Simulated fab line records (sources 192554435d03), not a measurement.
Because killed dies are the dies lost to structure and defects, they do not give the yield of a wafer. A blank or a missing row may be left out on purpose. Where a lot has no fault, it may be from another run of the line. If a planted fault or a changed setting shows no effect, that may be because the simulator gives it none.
Matching of chambers / flow n5_finfet / rie_diel-05 running N5_BEOL_M5_ETCH_72: 4 sister chambers
The step etches underlayer in N2/H2, target depth 6.5 nm, time 5.2 s. 7 wafers are shown with their chamber, then 7 later ones without.

EACH WAFER AND ITS CHAMBER
wafer=L080.6; chamber=3; throttle_valve_pct (%)=18.19; showerhead_plenum_p_Torr (Torr)=2.55
wafer=L086.4; chamber=3; throttle_valve_pct (%)=18.21; showerhead_plenum_p_Torr (Torr)=2.54
wafer=L091.1; chamber=1; throttle_valve_pct (%)=18.16; showerhead_plenum_p_Torr (Torr)=2.42
wafer=L091.2; chamber=2; throttle_valve_pct (%)=17.83; showerhead_plenum_p_Torr (Torr)=2.53
wafer=L091.4; chamber=0; throttle_valve_pct (%)=17.66; showerhead_plenum_p_Torr (Torr)=2.66
wafer=L090.2; chamber=2; throttle_valve_pct (%)=17.84; showerhead_plenum_p_Torr (Torr)=2.53
wafer=L090.5; chamber=1; throttle_valve_pct (%)=18.17; showerhead_plenum_p_Torr (Torr)=2.42

WAFERS WHOSE CHAMBER IS MISSING
wafer=L090.6; throttle_valve_pct (%)=17.64; showerhead_plenum_p_Torr (Torr)=2.66
wafer=L092.2; throttle_valve_pct (%)=17.64; showerhead_plenum_p_Torr (Torr)=2.66
wafer=L092.3; throttle_valve_pct (%)=18.18; showerhead_plenum_p_Torr (Torr)=2.42
wafer=L092.4; throttle_valve_pct (%)=17.86; showerhead_plenum_p_Torr (Torr)=2.53
wafer=L096.2; throttle_valve_pct (%)=18.20; showerhead_plenum_p_Torr (Torr)=2.42
wafer=L096.3; throttle_valve_pct (%)=17.86; showerhead_plenum_p_Torr (Torr)=2.52
wafer=L096.6; throttle_valve_pct (%)=18.16; showerhead_plenum_p_Torr (Torr)=2.42

EACH ONE'S CHAMBER
wafer=L090.6; from the rows above=0; in truth=0
wafer=L092.2; from the rows above=0; in truth=0
wafer=L092.3; from the rows above=1; in truth=1
wafer=L092.4; from the rows above=2; in truth=2
wafer=L096.2; from the rows above=1; in truth=1
wafer=L096.3; from the rows above=2; in truth=2
wafer=L096.6; from the rows above=1; in truth=1
7 of 7 placed correctly. From these rows, 0 cannot be placed. Wrongly placed: 0.
How it was worked out, from the rows above alone: a wafer's distance from a chamber is the root of the sum, over the readings, of the square of ((its reading less the chamber's mean) divided by the reading's scatter). The wafer belongs to the nearest chamber; if the next one is less than 2 further off, it can't be placed. For every chamber, the mean is computed from those of its wafers that are shown. The scatter: the root of (the sum of the squares of (reading less its chamber's mean) over the shown wafers, divided by (wafers less chambers)).
